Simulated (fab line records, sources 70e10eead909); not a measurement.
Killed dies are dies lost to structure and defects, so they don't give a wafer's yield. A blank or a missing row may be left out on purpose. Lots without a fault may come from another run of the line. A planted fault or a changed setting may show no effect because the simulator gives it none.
fab line records | flow nand_harc | part 1 of 2: steps 1 to 4 of 6
record lots=23 wafers=69 last_day=26
route steps=1159 shown A_CONTACT@857
lots that met no fault: from a run of the same line without faults
start_h: hours from the record's first day to the start of the lot's first wafer shown | wait_h: hours since the lot's step before | " the same as in the row above | L1.1+2: a row that stands for several wafers | - no value, or no start given | * or withheld: withheld | < > ~ a bound
route shown NAME@n: a module of which the file shows steps, and the number in the route of the first | usual: mean/standard deviation of fault-free wafers | same: alike in all rows | chamber/n: place in a boat | sites: the reading at each site | _std_site: their standard deviation | _edge_site: outer sites' mean less inner sites' | radius_mm: how far each site lies from the wafer's centre | mask NAME#n: copy n | behind: the tool/chamber that last shaped the wafer | hold: why the lot was held/for how many hours/how that ended | device: the transistor (n, p or np) that didn't switch | end of line: the same wafers' tests at the end of the route | a step without rows: its recipe alone | killed: dies lost to structure and defects at the first sort, not the wafer's yield | map: a wafer's dies, x killed, . not, _ none there
set.NAME: the setting as run; set.NAME@STEP: as run at that earlier step | model.NAME: the simulator's own value behind a step, which no gauge read
steps of the route over a sample of lots; a table a step, a row a wafer
services: from which hour (start_h, from the record's first day; less than 0 if before it) a tool's chamber was out of use, for how many hours, and why
## steps
# step NHARC_A_CONTACT_DESCUM_47
# recipe time_s=3 o2_flow_sccm=200 ar_flow_sccm=0 bias_power_w=0 chemistry=O2
# usual drypump_motor_current_A=5.8/0.54 oes_product_au=1.005/0.014 rf_vpp_V=57.8/0.82 showerhead_plenum_p_Torr=1.93/0.078 throttle_valve_pct=11.311/0.0094
# same time_s=3
# columns lot.wafer tool chamber start_h wait_h drypump_motor_current_A oes_product_au rf_hours_counter_h rf_vpp_V showerhead_plenum_p_Torr throttle_valve_pct
L076.3 rie_diel-13 3 371.26 0.1 6.2 0.996 14 57.6 1.99 11.323
L076.1 " 0 " " 5.6 1.002 15 57.6 1.91 11.301
L076.6 " 2 " " 6.0 1.015 - 57.3 1.81 11.317
L074.1 rie_diel-07 2 372.77 0.1 6.0 1.018 47 58.3 2.00 11.310
L074.3 " 0 " " 6.7 0.995 52 58.0 1.83 11.322
L074.6 " 0 " " 6.6 0.994 - 56.9 1.83 11.311
L075.3 rie_diel-11 3 376.21 0.1 6.6 1.031 0 58.8 1.96 11.310
L075.4 " 0 " " 5.8 1.011 0 58.3 1.93 11.315
L075.5 " 0 " " 5.8 1.004 - 59.2 1.93 11.318
L078.1 rie_diel-13 1 385.60 0.1 5.2 1.006 19 57.9 1.94 11.315
L078.3 " 0 " " 5.6 1.005 19 57.6 1.91 11.306
L078.5 " 2 " " 6.0 1.027 - 58.1 1.81 11.305
L079.2 rie_diel-11 0 388.68 0.1 5.8 1.008 7 58.0 1.93 11.296
L079.3 " 2 " " 5.5 1.012 6 57.2 2.07 11.309
L079.4 " 3 " " 6.6 1.028 6 58.1 1.95 11.321
L077.3 rie_diel-07 2 389.78 0.2 5.9 1.005 54 58.2 1.99 11.308
L077.6 " 0 " " 6.7 1.004 - 57.4 1.83 11.302
L077.5 " 1 " " 4.7 1.007 - 58.8 1.85 11.325
L080.4 rie_diel-13 0 417.28 0.1 5.6 0.980 25 58.0 1.91 11.302
L080.1 " 1 " " 5.2 1.021 25 58.7 1.94 11.309
L080.5 " 0 " " 5.5 0.991 - 59.0 1.91 11.295
L082.3 rie_diel-13 2 418.67 0.1 6.0 1.030 23 56.7 1.81 11.312
L082.6 " 3 " " 6.2 1.016 - 57.3 1.98 11.309
L082.5 " 0 " " 5.5 0.995 - 57.4 1.91 11.301
L084.1 rie_diel-13 1 426.65 0.1 5.2 0.996 27 57.0 1.94 11.312
L084.3 " 0 " " 5.6 0.993 27 58.3 1.91 11.304
L084.6 " 2 " " 6.0 1.016 - 57.0 1.81 11.297
L083.3 rie_diel-13 0 428.31 0.1 5.6 1.004 28 57.0 1.91 11.313
L083.1 " 1 " " 5.2 1.027 28 57.0 1.94 11.315
L083.5 " 2 " " 6.0 1.026 - 57.8 1.81 11.320
L081.4 rie_diel-07 0 430.41 0.1 6.7 1.019 4 58.0 1.83 11.312
L081.5 " 0 " " 6.7 1.016 - 57.2 1.83 11.312
L081.6 " 1 " " 4.7 0.992 - 55.8 1.84 11.315
L087.1 rie_diel-11 0 441.45 0.1 5.8 1.011 27 57.5 1.92 11.309
L087.3 " 1 " " 5.5 0.979 28 58.5 1.98 11.308
L087.5 " 0 " " 5.8 1.008 - 58.2 1.92 11.327
L086.4 rie_diel-11 2 446.40 0.1 5.5 1.003 28 58.0 2.07 11.315
L086.3 " 3 " " 6.6 1.007 27 58.1 1.95 11.322
L086.2 " 0 " " 5.8 1.003 29 59.3 1.92 11.317
L089.2 rie_diel-07 3 452.05 0.1 5.6 1.009 9 57.0 2.04 11.328
L089.1 " 1 " " 4.7 0.981 10 57.0 1.84 11.308
L089.5 " 1 " " 4.8 0.977 - 58.2 1.84 11.305
L088.2 rie_diel-11 1 452.43 0.1 5.5 0.993 31 58.0 1.98 11.312
L088.1 " 0 " " 5.8 1.009 31 57.3 1.92 11.320
L088.6 " 2 " " 5.5 1.013 - 58.7 2.07 11.298
L090.1 rie_diel-13 3 468.56 0.1 6.2 1.008 1 58.4 1.98 11.312
L090.3 " 0 " " 5.6 0.994 2 58.2 1.91 11.313
L090.6 " 2 " " 6.1 1.018 - 56.5 1.81 11.304
L091.4 rie_diel-13 3 470.63 0.1 6.2 1.009 2 57.0 1.98 11.311
L091.3 " 0 " " 5.6 1.001 2 58.2 1.91 11.308
L091.5 " 2 " " 6.0 1.020 - 57.8 1.81 11.315
L094.4 rie_diel-11 3 479.82 0.1 6.6 1.001 42 56.8 1.94 11.316
L094.1 " 1 " " 5.5 0.971 45 57.3 1.98 11.320
L094.6 " 3 " " 6.6 1.010 - 58.1 1.94 11.320
L095.2 rie_diel-13 2 493.78 0.3 6.0 1.013 6 57.5 1.81 11.318
L095.4 " 3 " " 6.2 1.016 6 57.5 1.98 11.301
L095.1 " 1 " " 5.2 1.019 5 58.1 1.94 11.289
L092.2 rie_diel-07 3 497.79 0.1 5.6 1.014 27 57.9 2.03 11.323
L092.3 " 1 " " 4.8 0.984 29 58.5 1.83 11.323
L092.5 " 2 " " 6.0 0.997 - 59.1 1.99 11.316
L093.4 rie_diel-07 2 503.95 0.1 5.9 0.994 17 57.0 1.99 11.323
L093.6 " 1 " " 4.7 0.975 - 57.3 1.83 11.303
L093.5 " 2 " " 6.0 1.000 - 57.7 1.99 11.308
L096.3 rie_diel-07 3 513.29 0.1 5.6 1.025 32 58.7 2.03 11.314
L096.5 " 1 " " 4.7 0.992 - 57.7 1.83 11.312
L096.6 " 2 " " 6.0 1.003 - 57.6 1.99 11.311
L097.2 rie_diel-13 0 519.94 0.1 5.6 0.987 9 59.4 1.91 11.313
L097.1 " 2 " " 6.1 1.008 10 56.5 1.81 11.301
L097.6 " 0 " " 5.6 0.982 - 58.5 1.91 11.330
# step NHARC_A_CONTACT_ETCH_121
# recipe source_w=withheld pressure_mtorr=20 bias_v=3000 time_s=94 target_depth_a=9220 ar_flow_sccm=withheld c4f8_flow_sccm=withheld o2_flow_sccm=withheld chemistry=C4F8/O2/Ar
# same time_s=94
# columns lot.wafer tool chamber start_h wait_h rf_hours_counter_h
L076.1 har_cap_etch-03 0 374.20 0.1 85
L076.3 " 0 " " -
L076.6 " 1 " " -
L074.1 har_cap_etch-02 0 376.11 0.1 8
L074.3 " 0 " " -
L074.6 " 0 " " -
L075.3 har_cap_etch-03 1 380.28 0.1 -
L075.4 " 0 " " -
L075.5 " 1 " " -
L078.1 har_cap_etch-03 0 388.02 0.1 89
L078.3 " 0 " " -
L078.5 " 0 " " -
L079.2 har_cap_etch-02 0 391.06 0.1 12
L079.3 " 0 " " -
L079.4 " 1 " " -
L077.3 har_cap_etch-03 0 392.71 0.1 -
L077.6 " 1 " " -
L077.5 " 0 " " -
L080.1 har_cap_etch-03 1 419.56 0.1 94
L080.4 " 0 " " -
L080.5 " 1 " " -
L082.3 har_cap_etch-02 1 421.03 0.1 -
L082.6 " 1 " " -
L082.5 " 0 " " -
L084.1 har_cap_etch-03 1 428.92 0.1 95
L084.3 " 0 " " -
L084.6 " 1 " " -
L083.1 har_cap_etch-01 0 430.63 0.1 65
L083.3 " 0 " " -
L083.5 " 1 " " -
L081.4 har_cap_etch-03 1 432.84 0.1 -
L081.6 " 0 " " -
L081.5 " 1 " " -
L087.1 har_cap_etch-03 1 443.72 0.1 99
L087.3 " 1 " " -
L087.5 " 1 " " -
L086.2 har_cap_etch-02 0 448.83 0.1 22
L086.3 " 1 " " -
L086.4 " 0 " " -
L088.1 har_cap_etch-02 1 454.70 0.1 23
L088.2 " 0 " " 23
L088.6 " 0 " " -
L089.1 har_cap_etch-01 0 454.79 0.1 71
L089.2 " 1 " " 71
L089.5 " 0 " " -
L090.1 har_cap_etch-03 1 471.22 0.1 104
L090.3 " 1 " " -
L090.6 " 1 " " -
L091.4 har_cap_etch-02 1 472.93 0.1 -
L091.3 " 0 " " -
L091.5 " 1 " " -
L094.1 har_cap_etch-02 0 482.10 0.1 29
L094.4 " 0 " " -
L094.6 " 0 " " -
L095.2 har_cap_etch-01 1 496.06 0.1 77
L095.1 " 0 " " 77
L095.4 " 1 " " -
L092.2 har_cap_etch-03 1 500.22 0.1 107
L092.3 " 0 " " -
L092.5 " 1 " " -
L093.4 har_cap_etch-03 0 506.27 0.1 -
L093.5 " 1 " " -
L093.6 " 0 " " -
L096.3 har_cap_etch-01 0 516.07 0.1 -
L096.6 " 0 " " -
L096.5 " 1 " " -
L097.1 har_cap_etch-01 1 522.22 0.1 81
L097.2 " 0 " " 81
L097.6 " 1 " " -
# step NHARC_A_CONTACT_ETCH_122
# recipe source_w=withheld pressure_mtorr=20 bias_v=3000 time_s=95 target_depth_a=9300 ar_flow_sccm=withheld c4f8_flow_sccm=withheld o2_flow_sccm=withheld chemistry=C4F8/O2/Ar
# same time_s=95
# columns lot.wafer tool chamber start_h wait_h rf_hours_counter_h
L076.1 har_cap_etch-03 0 374.32 0.1 85
L076.3 " 0 " " -
L076.6 " 1 " " -
L074.1 har_cap_etch-02 0 376.23 0.1 8
L074.3 " 0 " " -
L074.6 " 0 " " -
L075.3 har_cap_etch-03 1 380.37 0.1 -
L075.4 " 0 " " -
L075.5 " 1 " " -
L078.1 har_cap_etch-03 0 388.11 0.1 89
L078.3 " 0 " " -
L078.5 " 0 " " -
L079.2 har_cap_etch-02 0 391.15 0.1 13
L079.3 " 0 " " -
L079.4 " 1 " " -
L077.3 har_cap_etch-03 0 392.80 0.1 -
L077.6 " 1 " " -
L077.5 " 0 " " -
L080.1 har_cap_etch-03 1 419.65 0.1 94
L080.4 " 0 " " -
L080.5 " 1 " " -
L082.3 har_cap_etch-02 1 421.12 0.1 -
L082.6 " 1 " " -
L082.5 " 0 " " -
L084.1 har_cap_etch-03 1 429.01 0.1 95
L084.3 " 0 " " -
L084.6 " 1 " " -
L083.1 har_cap_etch-01 0 430.72 0.1 65
L083.3 " 0 " " -
L083.5 " 1 " " -
L081.4 har_cap_etch-03 1 432.93 0.1 -
L081.6 " 0 " " -
L081.5 " 1 " " -
L087.1 har_cap_etch-03 1 443.81 0.1 99
L087.3 " 1 " " -
L087.5 " 1 " " -
L086.2 har_cap_etch-02 0 448.92 0.1 22
L086.3 " 1 " " -
L086.4 " 0 " " -
L088.1 har_cap_etch-02 1 454.79 0.1 24
L088.2 " 0 " " 24
L088.6 " 0 " " -
L089.1 har_cap_etch-01 0 454.89 0.1 71
L089.2 " 1 " " 71
L089.5 " 0 " " -
L090.1 har_cap_etch-03 1 471.31 0.1 104
L090.3 " 1 " " -
L090.6 " 1 " " -
L091.4 har_cap_etch-02 1 473.03 0.1 -
L091.3 " 0 " " -
L091.5 " 1 " " -
L094.1 har_cap_etch-02 0 482.19 0.1 29
L094.4 " 0 " " -
L094.6 " 0 " " -
L095.2 har_cap_etch-01 1 496.15 0.1 77
L095.1 " 0 " " 77
L095.4 " 1 " " -
L092.2 har_cap_etch-03 1 500.31 0.1 107
L092.3 " 0 " " -
L092.5 " 1 " " -
L093.4 har_cap_etch-03 0 506.36 0.1 -
L093.5 " 1 " " -
L093.6 " 0 " " -
L096.3 har_cap_etch-01 0 516.20 0.1 -
L096.6 " 0 " " -
L096.5 " 1 " " -
L097.1 har_cap_etch-01 1 522.31 0.1 81
L097.2 " 0 " " 81
L097.6 " 1 " " -
# step NHARC_A_CONTACT_ETCH_75
# recipe target_depth_a=390 over_etch_frac=0.3 time_s=65 ion_energy_ev=80 cf4_flow_sccm=150 ar_flow_sccm=0 rf_w=300 bias_w=100 chemistry=CF4
# usual drypump_motor_current_A=5.8/0.55 oes_product_au=1.007/0.013 rf_vpp_V=151.3/1.2 showerhead_plenum_p_Torr=1.77/0.064 throttle_valve_pct=13.285/0.008
# same time_s=65
# columns lot.wafer tool chamber start_h wait_h drypump_motor_current_A oes_product_au rf_hours_counter_h rf_vpp_V showerhead_plenum_p_Torr throttle_valve_pct
L076.3 rie_diel-13 1 379.26 0.1 5.2 0.993 18 151.1 1.80 13.278
L076.1 " 3 " " 6.2 1.006 17 150.9 1.83 13.301
L076.6 " 1 " " 5.2 1.005 - 152.1 1.80 13.288
L074.3 rie_diel-13 1 381.12 0.2 5.2 1.004 19 151.6 1.80 13.292
L074.1 " 2 " " 6.1 1.029 16 150.6 1.68 13.285
L074.6 " 3 " " 6.2 1.006 - 152.3 1.83 13.297
L075.3 rie_diel-07 1 385.70 0.1 4.7 0.999 59 150.0 1.71 13.283
L075.5 " 2 " " 6.0 1.013 - 151.8 1.84 13.291
L075.4 " 0 " " 6.7 1.005 - 151.5 1.70 13.296
L078.1 rie_diel-07 0 392.80 0.1 6.7 1.003 61 149.2 1.70 13.291
L078.3 " 1 " " 4.7 1.009 61 151.7 1.71 13.273
L078.5 " 0 " " 6.7 1.026 - 150.7 1.70 13.291
L079.2 rie_diel-07 2 397.06 0.1 6.0 1.020 58 150.5 1.84 13.281
L079.3 " 0 " " 6.7 1.004 63 148.9 1.70 13.285
L079.4 " 2 " " 6.0 1.012 - 151.6 1.84 13.283
L077.3 rie_diel-13 3 398.73 0.1 6.2 0.996 21 152.8 1.83 13.282
L077.6 " 2 " " 6.0 1.030 - 149.6 1.68 13.285
L077.5 " 3 " " 6.2 1.006 - 151.8 1.83 13.281
L080.1 rie_diel-13 1 424.35 0.1 5.2 1.027 27 151.3 1.79 13.289
L080.4 " 3 " " 6.2 1.012 25 151.2 1.83 13.273
L080.5 " 1 " " 5.2 1.013 - 151.8 1.79 13.295
L082.3 rie_diel-07 0 427.04 0.1 6.7 1.009 3 148.5 1.70 13.282
L082.5 " 0 " " 6.7 1.012 - 150.3 1.70 13.276
L082.6 " 1 " " 4.8 0.983 - 150.2 1.71 13.288
L084.3 rie_diel-13 0 434.18 0.1 5.6 0.993 29 151.7 1.77 13.298
L084.1 " 1 " " 5.2 1.027 30 152.1 1.79 13.273
L084.6 " 1 " " 5.2 1.021 - 150.7 1.79 13.292
L083.3 rie_diel-13 1 435.68 0.1 5.2 1.028 31 153.2 1.79 13.288
L083.1 " 3 " " 6.2 1.002 29 151.9 1.83 13.284
L083.5 " 0 " " 5.6 0.992 - 151.9 1.77 13.274
L081.4 rie_diel-13 1 437.46 0.1 5.2 1.029 31 151.1 1.79 13.295
L081.5 " 2 " " 6.0 1.020 - 150.8 1.68 13.282
L081.6 " 3 " " 6.2 1.002 - 153.9 1.83 13.291
L087.1 rie_diel-11 3 448.47 0.1 6.6 1.009 28 150.5 1.80 13.282
L087.3 " 1 " " 5.5 0.975 31 152.9 1.83 13.285
L087.5 " 3 " " 6.6 1.015 - 150.6 1.80 13.286
L086.3 rie_diel-07 1 456.17 0.2 4.7 0.976 11 150.5 1.71 13.293
L086.2 " 0 " " 6.7 1.010 10 151.0 1.69 13.300
L086.4 " 0 " " 6.6 1.009 - 151.1 1.69 13.300
L089.2 rie_diel-07 0 459.87 0.2 6.6 1.012 11 150.5 1.69 13.281
L089.1 " 1 " " 4.7 0.982 13 150.3 1.71 13.300
L089.5 " 0 " " 6.7 1.017 - 149.8 1.69 13.288
L088.2 rie_diel-07 1 460.34 0.4 4.7 0.991 13 150.7 1.70 13.301
L088.1 " 3 " " 5.5 1.004 13 153.2 1.87 13.283
L088.6 " 1 " " 4.8 0.985 - 151.6 1.70 13.287
L090.3 rie_diel-13 0 477.02 0.1 5.6 0.985 4 150.0 1.76 13.285
L090.1 " 1 " " 5.2 1.027 4 151.0 1.79 13.285
L090.6 " 2 " " 6.0 1.006 - 150.1 1.68 13.281
L091.3 rie_diel-13 2 478.76 0.1 6.0 1.015 4 150.3 1.68 13.286
L091.4 " 0 " " 5.6 0.988 4 151.1 1.76 13.291
L091.5 " 2 " " 6.0 1.014 - 150.6 1.68 13.273
L094.1 rie_diel-13 2 492.87 0.1 6.0 1.008 5 149.4 1.68 13.294
L094.4 " 0 " " 5.6 0.994 6 152.3 1.76 13.288
L094.6 " 2 " " 6.1 1.024 - 150.6 1.68 13.292
L095.2 rie_diel-11 3 502.00 0.2 6.6 1.013 49 152.1 1.79 13.271
L095.1 " 0 " " 5.8 1.011 53 151.4 1.77 13.273
L095.4 " 2 " " 5.5 1.027 51 151.2 1.89 13.296
L092.2 rie_diel-13 2 504.91 0.1 6.0 1.009 7 149.6 1.68 13.264
L092.3 " 1 " " 5.2 1.021 7 151.0 1.79 13.281
L092.5 " 2 " " 6.0 1.018 - 149.9 1.68 13.280
L093.4 rie_diel-11 0 512.54 0.1 5.8 1.018 54 151.0 1.77 13.286
L093.6 " 1 " " 5.5 0.981 - 153.3 1.82 13.274
L093.5 " 2 " " 5.5 1.005 - 153.1 1.89 13.288
L096.3 rie_diel-13 0 521.13 0.1 5.6 0.992 10 152.2 1.76 13.299
L096.5 " 0 " " 5.5 0.983 - 150.7 1.76 13.278
L096.6 " 1 " " 5.2 1.018 - 151.9 1.79 13.287
L097.1 rie_diel-13 2 526.90 0.1 6.0 1.008 12 149.6 1.68 13.288
L097.2 " 0 " " 5.6 0.995 11 150.8 1.76 13.288
L097.6 " 1 " " 5.3 1.004 - 151.2 1.79 13.299
